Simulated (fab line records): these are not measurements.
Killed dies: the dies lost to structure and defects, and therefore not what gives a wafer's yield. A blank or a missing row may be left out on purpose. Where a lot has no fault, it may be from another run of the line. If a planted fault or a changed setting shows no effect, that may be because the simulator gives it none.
fab line records -- flow nand_harc
record: lots: 11, wafers: 33, last_day: 33
route steps=1302 shown P_ZERO_WELL@19 P_STI@87 END@1302
lots with no fault: from the same line, run without faults
start_h: hours from the record's opening day to when the first of the lot's shown wafers began -- wait_h: time in hours since the lot's previous step -- " as in the row above -- L1.1+2: several wafers, shown together as one row -- - no value, or no start was given -- * or withheld: withheld -- < > ~ a bound
route shown NAME@n: names a module that has steps shown in the file, with the first one's number in the route -- usual: mean/standard deviation taken from wafers without a fault -- same: alike in all rows -- chamber/n: place in a boat -- sites: the reading at each site -- _std_site: standard deviation across them -- _edge_site: inner sites' mean taken away from outer sites' mean -- radius_mm: how far each site lies from the wafer's centre -- mask NAME#n: copy n -- behind: tool/chamber where the wafer was last shaped -- hold: what put the lot on hold/how long, in hours/how the hold closed -- device: the transistor (n, p or np) that didn't switch -- end of line: the same wafers' tests at the end of the route -- step lacking rows: just its recipe -- killed: not the wafer's yield, but the dies lost to structure and defects at the first sort -- map: shows each die of a wafer: x if killed, . if not, _ if none is there
set.NAME: the setting the step ran with; set.NAME@STEP: the setting that earlier step ran with -- model.NAME: the simulator's own value behind a step, which no gauge read
steps of the route over a sample of lots; a table a step, a row a wafer
services: the hour from which a tool's chamber was out of use, counted from the record's first day as start_h (under 0 if before that day), plus the number of hours and why
== steps ==
step: NHARC_P_ZERO_WELL_ETCH_63
recipe: target_depth_a: 1200, time_s: 40.1, hbr_flow_sccm: 150, cl2_flow_sccm: 50, rf_w: 400, icp_w: 400, bias_w: 100, chemistry: HBr/Cl2
usual: drypump_motor_current_A: 5.5/0.37, hbr_flow_sccm: 150.0/0.49, oes_product_au: 0.999/0.011, rf_fwd_power_W: 395.3/2.1, throttle_valve_pct: 26.405/0.0099
lot.wafer,tool,chamber,start_h,wait_h,drypump_motor_current_A,hbr_flow_sccm,oes_product_au,rf_fwd_power_W,rf_hours_counter_h,throttle_valve_pct
L665.4,rie_si-04,1,21.53,-,5.4,150.7,0.999,396.7,0.3,26.399
L665.1,rie_si-04,3,21.53,-,5.8,150.2,0.997,399.0,0.2,26.406
L665.2,rie_si-04,0,21.53,-,4.9,149.2,0.983,399.2,0.3,26.403
L667.1,rie_si-06,1,41.89,-,6.2,150.8,0.995,392.9,0.7,26.399
L667.2,rie_si-06,2,41.89,-,5.3,149.9,1.001,394.4,0.7,26.407
L667.5,rie_si-06,0,41.89,-,5.1,149.4,1.011,393.6,-,26.411
L668.2,rie_si-04,2,51.65,-,5.3,150.4,1.008,397.5,0.5,26.405
L668.3,rie_si-04,0,51.65,-,4.9,149.5,0.983,400.6,0.5,26.399
L668.6,rie_si-04,1,51.65,-,5.3,150.3,1.002,395.8,-,26.406
L671.3,rie_si-06,1,81.53,-,6.2,149.8,0.989,392.6,0.0,26.399
L671.1,rie_si-06,3,81.53,-,5.7,150.0,0.999,394.7,0.0,26.415
L671.5,rie_si-06,1,81.53,-,6.2,151.1,0.991,392.7,-,26.418
L678.1,rie_si-06,0,151.54,-,5.1,150.1,1.004,392.5,0.5,26.402
L678.2,rie_si-06,1,151.54,-,6.2,149.5,1.000,392.9,0.4,26.411
L678.6,rie_si-06,3,151.54,-,5.7,150.3,1.002,398.9,-,26.401
L680.1,rie_si-03,2,171.68,-,5.8,150.0,0.999,395.3,0.6,26.411
L680.3,rie_si-03,0,171.68,-,5.7,150.0,0.989,393.7,0.6,26.410
L680.6,rie_si-03,2,171.68,-,5.7,149.8,1.003,394.3,-,26.395
L681.3,rie_si-04,1,182.39,-,5.4,150.1,0.981,392.3,0.1,26.421
L681.1,rie_si-04,2,182.39,-,5.3,149.6,0.996,396.7,0.1,26.379
L681.5,rie_si-04,1,182.39,-,5.4,149.9,0.992,392.6,-,26.411
L683.3,rie_si-03,0,201.69,-,5.7,149.4,0.994,393.5,0.8,26.410
L683.1,rie_si-03,1,201.69,-,5.6,149.9,1.013,392.6,0.9,26.400
L683.2,rie_si-03,3,201.69,-,6.0,150.5,1.011,392.9,0.7,26.411
L686.3,rie_si-06,3,231.68,-,5.7,149.8,0.981,397.1,1.0,26.407
L686.2,rie_si-06,0,231.68,-,5.1,151.0,1.009,392.4,1.1,26.404
L686.6,rie_si-06,1,231.68,-,6.2,150.4,1.003,392.1,-,26.418
L687.1,rie_si-06,3,241.54,-,5.7,149.6,0.978,397.2,1.0,26.408
L687.2,rie_si-06,0,241.54,-,5.1,149.9,0.993,392.8,1.1,26.401
L687.6,rie_si-06,2,241.54,-,5.2,149.9,0.995,395.3,-,26.415
L688.3,rie_si-04,0,251.66,-,5.0,149.5,0.983,399.5,0.5,26.394
L688.2,rie_si-04,2,251.66,-,5.3,150.3,0.979,395.6,0.5,26.394
L688.6,rie_si-04,0,251.66,-,5.0,150.6,0.974,398.8,-,26.415
step: NHARC_P_ZERO_WELL_EXPOSE_21
recipe: na: 0.6, target_cd_nm: 720, dose_mj: 22.31, mask_id: P_NWELL
lot.wafer,tool,chamber,start_h,wait_h,mask
L665.1+2+4,krf_scanner-04,0,22.31,-,P_NWELL#0
L667.1+2+5,krf_scanner-03,0,42.64,-,P_PWELL#0
L668.2+3+6,krf_scanner-03,0,52.33,-,P_NWELL#0
L671.1+3+5,krf_scanner-03,0,82.30,-,P_NWELL#0
L678.1+2+6,krf_scanner-03,0,152.29,-,P_NWELL#0
L680.1+3+6,krf_scanner-03,0,172.43,-,P_NWELL#0
L681.1+3+5,krf_scanner-03,0,183.03,-,P_NWELL#0
L683.1+2+3,krf_scanner-03,0,202.46,-,P_NWELL#0
L686.2+3+6,krf_scanner-04,0,232.43,-,P_NWELL#0
L687.1+2+6,krf_scanner-01,0,242.29,-,P_NWELL#0
L688.2+3+6,krf_scanner-03,0,252.42,-,P_NWELL#0
step: NHARC_P_ZERO_WELL_CD_MEAS_24
recipe: target_cd_nm: 720, landing_energy_ev: 500
usual: cd_nm: 719.5/2.2
lot.wafer,tool,chamber,start_h,wait_h,cd_nm
L665.1,cd_sem-02,0,22.46,-,724.1
L665.2,cd_sem-02,0,22.46,-,718.5
L665.4,cd_sem-02,0,22.46,-,719.9
L667.1,cd_sem-02,0,42.79,-,-
L667.2,cd_sem-02,0,42.79,-,-
L667.5,cd_sem-02,0,42.79,-,-
L668.2,cd_sem-03,0,52.48,-,720.5
L668.3,cd_sem-03,0,52.48,-,721.7
L668.6,cd_sem-03,0,52.48,-,719.3
L671.1,cd_sem-01,0,82.45,-,716.8
L671.3,cd_sem-01,0,82.45,-,718.1
L671.5,cd_sem-01,0,82.45,-,719.9
L678.1,cd_sem-03,0,152.45,-,718.6
L678.2,cd_sem-03,0,152.45,-,717.0
L678.6,cd_sem-03,0,152.45,-,718.7
L680.1,cd_sem-01,0,172.59,-,721.0
L680.3,cd_sem-01,0,172.59,-,722.2
L680.6,cd_sem-01,0,172.59,-,723.0
L681.1,cd_sem-02,0,183.19,-,721.6
L681.3,cd_sem-02,0,183.19,-,722.2
L681.5,cd_sem-02,0,183.19,-,720.6
L683.1,cd_sem-01,0,202.62,-,717.4
L683.2,cd_sem-01,0,202.62,-,715.9
L683.3,cd_sem-01,0,202.62,-,716.1
L686.2,cd_sem-02,0,232.58,-,717.8
L686.3,cd_sem-02,0,232.58,-,715.6
L686.6,cd_sem-02,0,232.58,-,719.8
L687.1,cd_sem-02,0,242.44,-,719.3
L687.2,cd_sem-02,0,242.44,-,718.0
L687.6,cd_sem-02,0,242.44,-,719.9
L688.2,cd_sem-03,0,252.58,-,714.5
L688.3,cd_sem-03,0,252.58,-,719.0
L688.6,cd_sem-03,0,252.58,-,719.9
step: NHARC_P_ZERO_WELL_DESCUM_39
recipe: time_s: 3, o2_flow_sccm: 200, ar_flow_sccm: 0, bias_power_w: 0, chemistry: O2
usual: drypump_motor_current_A: 5.8/0.35, o2_flow_sccm: 200.0/0.59, oes_product_au: 1.004/0.0098, rf_vpp_V: 57.8/0.97, showerhead_plenum_p_Torr: 1.88/0.091, throttle_valve_pct: 11.310/0.0088
lot.wafer,tool,chamber,start_h,wait_h,drypump_motor_current_A,o2_flow_sccm,oes_product_au,rf_hours_counter_h,rf_vpp_V,showerhead_plenum_p_Torr,throttle_valve_pct
L665.2,rie_diel-01,3,24.28,-,5.8,199.7,1.001,46,59.2,1.79,11.308
L665.1,rie_diel-01,1,24.28,-,6.4,200.6,1.005,50,57.0,1.84,11.318
L665.4,rie_diel-01,2,24.28,-,5.7,199.5,0.993,51,56.9,1.80,11.320
L667.2,rie_diel-01,2,44.60,-,5.7,199.2,1.020,3,58.4,1.80,11.307
L667.1,rie_diel-01,0,44.60,-,5.4,200.1,1.011,3,57.7,1.96,11.326
L667.5,rie_diel-01,1,44.60,-,6.4,199.9,0.999,-,58.2,1.84,11.317
L668.2,rie_diel-12,3,54.15,-,5.8,200.7,1.024,36,56.4,1.80,11.303
L668.3,rie_diel-12,0,54.15,-,5.9,199.7,1.000,43,58.0,1.79,11.308
L668.6,rie_diel-12,3,54.15,-,5.8,200.4,1.016,-,58.2,1.80,11.307
L671.3,rie_diel-01,1,84.26,-,6.4,199.8,0.996,14,56.2,1.84,11.302
L671.1,rie_diel-01,2,84.26,-,5.7,201.4,0.993,14,57.8,1.80,11.314
L671.5,rie_diel-01,2,84.26,-,5.7,200.4,1.002,-,57.6,1.80,11.314
L678.2,rie_diel-01,1,156.61,-,6.4,200.5,1.014,39,58.2,1.83,11.294
L678.1,rie_diel-01,0,156.61,-,5.4,199.2,1.005,42,59.3,1.95,11.314
L678.6,rie_diel-01,1,156.61,-,6.4,200.4,1.011,-,58.0,1.83,11.314
L680.3,rie_diel-06,3,174.28,-,5.9,199.8,1.012,9,56.2,1.87,11.314
L680.1,rie_diel-06,0,174.28,-,5.6,200.1,1.026,11,57.4,1.87,11.325
L680.6,rie_diel-06,2,174.28,-,5.0,199.7,1.005,-,58.2,2.07,11.315
L681.1,rie_diel-01,2,184.90,-,5.7,199.9,1.004,44,58.9,1.79,11.310
L681.3,rie_diel-01,3,184.90,-,5.8,200.0,1.012,47,57.8,1.77,11.296
L681.5,rie_diel-01,1,184.90,-,6.4,199.6,0.999,-,55.5,1.83,11.304
L683.1,rie_diel-06,2,206.78,-,5.0,199.9,0.997,19,59.5,2.07,11.311
L683.2,rie_diel-06,3,206.78,-,5.9,199.3,1.016,18,56.0,1.87,11.299
L683.3,rie_diel-06,0,206.78,-,5.6,200.0,1.009,23,57.4,1.86,11.317
L686.2,rie_diel-06,3,234.40,-,5.9,200.0,1.017,30,58.4,1.86,11.318
L686.3,rie_diel-06,1,234.40,-,5.7,200.8,1.011,33,58.1,1.93,11.322
L686.6,rie_diel-06,0,234.40,-,5.6,200.1,1.013,-,57.2,1.86,11.313
L687.1,rie_diel-01,3,244.23,-,5.8,200.2,1.002,9,59.8,2.07,11.303
L687.2,rie_diel-01,2,244.23,-,5.7,200.8,0.999,9,57.1,1.79,11.318
L687.6,rie_diel-01,3,244.23,-,5.8,199.4,0.993,-,59.1,2.07,11.312
L688.2,rie_diel-01,3,254.32,-,5.8,199.5,0.998,9,58.5,2.07,11.304
L688.3,rie_diel-01,2,254.32,-,5.7,200.1,1.004,9,56.9,1.79,11.324
L688.6,rie_diel-01,0,254.32,-,5.4,200.0,0.997,-,57.1,1.94,11.307
step: NHARC_P_STI_DESCUM_14
recipe: time_s: 3, o2_flow_sccm: 200, ar_flow_sccm: 0, bias_power_w: 0, chemistry: O2
usual: drypump_motor_current_A: 5.5/0.45, o2_flow_sccm: 199.9/0.65, oes_product_au: 1.002/0.01, rf_vpp_V: 57.8/0.96, showerhead_plenum_p_Torr: 1.93/0.078, throttle_valve_pct: 11.313/0.0091
lot.wafer,tool,chamber,start_h,wait_h,drypump_motor_current_A,o2_flow_sccm,oes_product_au,rf_hours_counter_h,rf_vpp_V,showerhead_plenum_p_Torr,throttle_valve_pct
L665.4,rie_diel-09,0,44.69,-,5.7,200.4,0.992,3,58.9,2.00,11.322
L665.1,rie_diel-09,1,44.69,-,5.7,199.6,1.000,4,58.3,1.94,11.317
L665.2,rie_diel-09,2,44.69,-,5.9,199.9,1.018,4,58.0,2.02,11.312
L668.3,rie_diel-04,0,72.80,-,5.8,199.5,0.992,5,58.8,1.96,11.295
L668.2,rie_diel-04,1,72.80,-,6.5,199.4,1.019,5,58.5,2.02,11.321
L668.6,rie_diel-04,3,72.80,-,5.2,199.8,1.000,-,57.4,2.03,11.307
L671.3,rie_diel-10,1,103.39,-,5.1,200.0,0.993,1,56.3,1.82,11.303
L671.1,rie_diel-10,3,103.39,-,5.0,199.0,0.976,1,55.7,1.79,11.316
L671.5,rie_diel-10,1,103.39,-,5.1,199.7,1.003,-,58.7,1.82,11.308
L678.2,rie_diel-09,0,175.38,-,5.7,200.6,1.008,1,58.0,2.00,11.310
L678.1,rie_diel-09,1,175.38,-,5.7,200.3,1.020,1,57.8,1.94,11.312
L678.6,rie_diel-09,3,175.38,-,6.2,199.9,0.994,-,57.7,1.91,11.312
L680.1,rie_diel-09,2,196.40,-,5.8,201.1,1.023,2,58.0,2.02,11.309
L680.3,rie_diel-09,1,196.40,-,5.7,200.9,1.018,2,57.9,1.94,11.306
L680.6,rie_diel-09,3,196.40,-,6.2,201.0,1.003,-,59.3,1.91,11.323
L681.3,rie_diel-04,2,203.48,-,5.2,200.7,1.004,1,57.6,1.84,11.302
L681.1,rie_diel-04,0,203.48,-,5.8,199.7,0.995,1,57.9,1.96,11.324
L681.5,rie_diel-04,2,203.48,-,5.2,200.5,0.997,-,56.9,1.84,11.310
L683.3,rie_diel-09,0,230.45,-,5.7,199.0,0.991,3,60.6,2.00,11.310
L683.1,rie_diel-09,1,230.45,-,5.7,200.9,1.021,3,57.1,1.94,11.315
L683.2,rie_diel-09,2,230.45,-,5.9,199.5,1.002,3,57.7,2.02,11.318
L686.3,rie_diel-10,0,252.53,-,5.0,200.2,0.993,0,56.8,1.89,11.331
L686.2,rie_diel-10,1,252.53,-,5.1,200.0,1.003,0,57.4,1.82,11.315
L686.6,rie_diel-10,0,252.53,-,5.0,200.4,1.001,-,58.3,1.89,11.314
L687.1,rie_diel-04,2,262.86,-,5.2,199.9,1.015,6,56.8,1.84,11.319
L687.2,rie_diel-04,0,262.86,-,5.8,199.8,1.011,7,58.4,1.96,11.318
L687.6,rie_diel-04,2,262.86,-,5.2,199.4,1.012,-,57.5,1.84,11.315
L688.2,rie_diel-04,0,275.95,-,5.8,199.1,0.999,9,58.4,1.96,11.324
L688.3,rie_diel-04,2,275.95,-,5.2,199.5,1.001,8,57.0,1.84,11.317
L688.6,rie_diel-04,3,275.95,-,5.2,201.1,1.008,-,57.8,2.02,11.323
step: NHARC_END_SORT_01
recipe: temp_c: 25
usual: killed_at_array: 55/20, killed_at_other: 1.1/1.2, killed_at_periphery: 3.8/2.8, killed_dies: 60/19, killed_open: 3.4/1.9, killed_short: 2.2/1.5
same: gross_dies: 677
lot.wafer,tool,chamber,start_h,wait_h,killed_at_array,killed_at_other,killed_at_periphery,killed_dies,killed_open,killed_short
L667.1,prober-02,0,575.99,2.5,68,1,608,677,0,6
L667.2,prober-02,0,576.80,2.8,69,0,608,677,4,1
L667.5,prober-02,0,579.23,3.7,78,1,598,677,4,5
L681.1,prober-01,0,705.25,2.5,63,1,3,67,7,6
L681.3,prober-01,0,706.84,3.1,50,0,4,54,3,2
L681.5,prober-01,0,708.44,3.7,65,1,5,71,6,5
L687.1,prober-02,0,781.25,2.5,29,1,5,35,7,3
L687.2,prober-02,0,782.05,2.8,20,0,4,24,3,4
L687.6,prober-02,0,785.24,4.0,17,1,2,20,5,2
killed by level:class
L667.1 P_ZERO_WELL:area_expose=605 A_CHANNEL_HOLE_D2:chamber_film_flake=28 A_SLIT:chamber_film_flake=25 A_CHANNEL_HOLE_D1:chamber_film_flake=3 P_GATE:chamber_film_flake=3 A_CHANNEL_FILL_D1:chamber_film_flake=3 A_DECK1_JOINT:geometric_particle:short=2 A_SGD_CUT:geometric_particle:short=2
L667.2 P_ZERO_WELL:area_expose=605 A_CHANNEL_HOLE_D2:chamber_film_flake=30 A_SLIT:chamber_film_flake=26 A_SGD_CUT:geometric_particle:open=2 P_GATE:chamber_film_flake=2 A_ZERO_WELL:chamber_film_flake=2 A_CHANNEL_HOLE_D1:chamber_film_flake=2 A_STAIRCASE:chamber_film_flake=2
L667.5 P_ZERO_WELL:area_expose=594 A_CHANNEL_HOLE_D2:chamber_film_flake=34 A_SLIT:chamber_film_flake=23 A_SGD_CUT:chamber_film_flake=3 A_CONTACT:chamber_film_flake=3 P_STI:chamber_film_flake=2 A_CHANNEL_HOLE_D1:chamber_film_flake=2 A_DECK1_JOINT:chamber_film_flake=2
L681.1 A_SLIT:chamber_film_flake=28 A_CHANNEL_HOLE_D2:chamber_film_flake=13 A_CHANNEL_HOLE_D1:chamber_film_flake=7 A_CONTACT:chamber_film_flake=3 A_CHANNEL_FILL_D1:geometric_particle:short=2 A_CHANNEL_FILL_D2:geometric_particle:short=2 P_GATE:chamber_film_flake=2 P_GATE:geometric_particle:open=1
L681.3 A_SLIT:chamber_film_flake=23 A_CHANNEL_HOLE_D2:chamber_film_flake=14 A_CONTACT:chamber_film_flake=4 A_DECK1_JOINT:chamber_film_flake=3 P_GATE:chamber_film_flake=2 P_CONTACT:geometric_particle:short=1 P_CONTACT:geometric_particle:open=1 A_DECK1_JOINT:geometric_particle:short=1
L681.5 A_SLIT:chamber_film_flake=24 A_CHANNEL_HOLE_D2:chamber_film_flake=18 A_CHANNEL_HOLE_D1:chamber_film_flake=7 A_CONTACT:chamber_film_flake=4 A_CHANNEL_HOLE_D2:geometric_particle:open=2 A_WL_FILL:geometric_particle:short=2 P_GATE:chamber_film_flake=2 A_STAIRCASE:chamber_film_flake=2
L687.1 A_SLIT:chamber_film_flake=11 A_STAIRCASE:chamber_film_flake=4 A_CHANNEL_HOLE_D1:chamber_film_flake=3 A_WL_FILL:chamber_film_flake=2 A_CONTACT:chamber_film_flake=2 P_GATE:geometric_particle:open=1 P_CONTACT:geometric_particle:open=1 P_M1:geometric_particle:open=1
L687.2 A_SLIT:chamber_film_flake=8 A_CONTACT:chamber_film_flake=3 P_BONDPAD:chamber_film_flake=2 A_STAIRCASE:chamber_film_flake=2 P_M1:geometric_particle:short=1 P_M2:geometric_particle:open=1 A_ONON_D1:geometric_particle:short=1 A_ONON_D2:geometric_particle:short=1
L687.6 A_SLIT:chamber_film_flake=6 A_CHANNEL_FILL_D1:chamber_film_flake=2 P_CONTACT:geometric_particle:open=1 A_ONON_D1:geometric_particle:short=1 A_ONON_D1:geometric_particle:open=1 A_CHANNEL_FILL_D2:geometric_particle:open=1 A_CHANNEL_FILL_D2:geometric_particle:short=1 A_WL_FILL:geometric_particle:open=1
== services ==
tool,chamber,start_h,hours,kind
rie_diel-04,-,0.90,9.0,pm
rie_diel-01,-,27.19,9.0,pm
rie_si-04,3,42.27,10.2,repair
krf_scanner-03,-,57.60,4.0,pm
rie_si-04,2,66.78,8.1,repair
krf_scanner-03,-,67.42,0.3,repair
rie_si-06,-,72.00,9.0,pm
rie_diel-04,1,79.79,5.4,repair
krf_scanner-03,-,91.07,9.7,repair
rie_diel-09,2,113.36,3.7,repair
rie_diel-04,2,136.46,6.6,repair
rie_si-04,-,137.80,0.3,repair
rie_diel-09,-,143.15,9.0,pm
rie_diel-01,3,157.35,2.9,repair
rie_si-04,-,165.00,9.0,pm
rie_diel-04,-,177.90,9.0,pm
rie_si-06,1,180.12,2.8,repair
krf_scanner-03,-,190.71,1.0,repair
rie_diel-01,-,204.57,9.0,pm
rie_si-04,1,226.52,7.2,repair
krf_scanner-03,-,229.60,4.0,pm
rie_si-04,3,231.59,4.4,repair
rie_si-06,-,249.00,9.0,pm
rie_si-06,-,263.51,0.4,repair
== key ==
first_sign: step: NHARC_P_ZERO_WELL_EXPOSE_21, reading: mask, direction: changed
effect: step: NHARC_P_ZERO_WELL_CD_MEAS_24, reading: cd_nm, direction: missing
effect: step: NHARC_END_SORT_01, reading: killed_at_periphery, direction: up, sigmas: 99+, usual: 3.8, struck: 604.7
more_kills_born_at: NHARC_P_ZERO_WELL_EXPOSE_21@krf_scanner-03: 1804
met_at NHARC_P_ZERO_WELL_EXPOSE_21
struck_lots L667
later_rows_left_out L667.1,L667.2,L667.5
tester_left_out L667
not_acting_at NHARC_P_ZERO_WELL_ETCH_63,NHARC_P_ZERO_WELL_DESCUM_39,NHARC_P_STI_DESCUM_14
fault: kind: wrong_mask, tool: any, chamber: -, onset_h: 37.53, steps: NHARC_P_ZERO_WELL_EXPOSE_21, aux_copy: P_PWELL#0, scope: struck_lots_only
tester_left_out: of these lots the tester's yield and bins aren't shown, on N5 and GAA mostly nor the transistor test; their killed dies are dies lost to structure and defects alone, not to doping, threshold or leakage, so they don't give the yield
later_rows_left_out: the simulator's readings of these wafers behind a module that went badly wrong aren't trusted and aren't shown, but for the sort
